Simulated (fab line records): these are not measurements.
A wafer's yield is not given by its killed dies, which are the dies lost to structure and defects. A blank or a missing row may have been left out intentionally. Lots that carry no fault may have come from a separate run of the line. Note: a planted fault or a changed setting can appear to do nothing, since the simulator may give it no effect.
A struck lot beside a sound one | flow n5_finfet | 13 steps out of a route of 1938
Sound: these wafers, L279.1, L279.5, L279.6. Struck: wafer L268.5 (L268.1, L268.3, from the same lot, were not struck and are left out); the cause is given at the end.
Order at every step that has rows: each side's tool, ch and its chambers, its first start. Under that, the readings that differ: sound wafers | struck wafers | difference of the means | sigmas: that difference in standard deviations of wafers without a fault.
alike: words and numbers the same on both sides, and readings whose means are apart by under 2 such deviations; not compared: readings that were withheld, readings missing a value for some wafer, numbers with overlapping values and no deviation given by the record, and bounds like >300 which may hide the same value.
A row with sigmas, a row that says differs or no value, or rows on one side alone: a step with any of these is where the two part. Numbers that don't overlap but have no deviation are shown without sigmas and don't part them. A reading missing from all wafers of one side parts the sides only when that side holds two or more wafers.

first, 9 steps without rows for these wafers: N5_BEOL_M3_PEB_09 (peb time 60 s); N5_BEOL_M3_DEVELOP_10 (develop time 30 s); N5_BEOL_M3_DESCUM_16 (chemistry O2, time 7 s); N5_BEOL_M3_ETCH_74 (etches underlayer in N2/H2, target depth 6.5 nm, time 5.2 s); N5_BEOL_M3_ETCH_63 (etches SiARC in CF4, target depth 15.6 nm, time 26 s); N5_BEOL_M3_ETCH_64 (etches SOC in N2/H2, target depth 75 nm, overetch 15 nm, time 112.5 s); N5_BEOL_M3_STRIP_65 (strips in N2/H2); N5_BEOL_M3_STRIP_75 (strips in N2/H2); N5_BEOL_M3_STRIP_66 (strips in CF4).
N5_BEOL_M3_HM_OPEN_17: chemistry Cl2/BCl3, target TiN, target depth 20 nm, overetch 6 nm.
  sound on rie_metal-03 ch 0,1, day 11 16:49; struck on rie_metal-01 ch 1, day 8 22:11
  reading                                  | sound          | struck | difference | sigmas
  drypump_motor_current_A (A)              | 6.4 5.5 6.4    | 4.9    | -1.2       | -2
  model.SOC_of_BEOL_M3_COAT_61.thk_nm (nm) | 52.4 52.2 52.4 | 54     | +2         |
  alike: oes_product_au, rf_fwd_power_W, throttle_valve_pct
  not compared: rf_hours_counter_h
then, 1 step without rows for these wafers: N5_BEOL_M3_STRIP_19 (strips in O2).
N5_BEOL_M4_RC_MEAS_101:
  sound on prober-02 ch 0, day 13 23:23; struck on prober-02 ch 0, day 9 19:11
  alike: DIBL_N, DIBL_P, IOFF_N, IOFF_P, ION_N, ION_P, SS_N, SS_P, VT_N, VT_P
-- record jumps: 5 days separate the struck wafers' starts on either side; left off in module BEOL_M4, taken up again in module PASSIVATION, whose first shown step is the route's number 1936 --
N5_PASSIVATION_PROBE_49:
  sound on prober-01 at day 18 03:59; struck on prober-01 at day 14 21:04
  reading            | sound    | struck | difference | sigmas
  killed_at_M0_to_M3 | 30 15 33 | 52     | +26        | +2
  alike: defect_limited_yield, killed_at_M4_up, killed_at_contacts, killed_at_front_end, killed_at_other, killed_dies, killed_open, killed_short, sort_bin_5_function, sort_bin_6_memory, sort_n_pass, sort_yield_pct

== WHERE THEY PART ==
First at N5_BEOL_M3_HM_OPEN_17; last, within this record, at N5_PASSIVATION_PROBE_49.

WHY: the cause the simulator had injected
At N5_BEOL_M3_HM_OPEN_17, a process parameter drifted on rie_metal-01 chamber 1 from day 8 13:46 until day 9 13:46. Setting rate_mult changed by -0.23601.
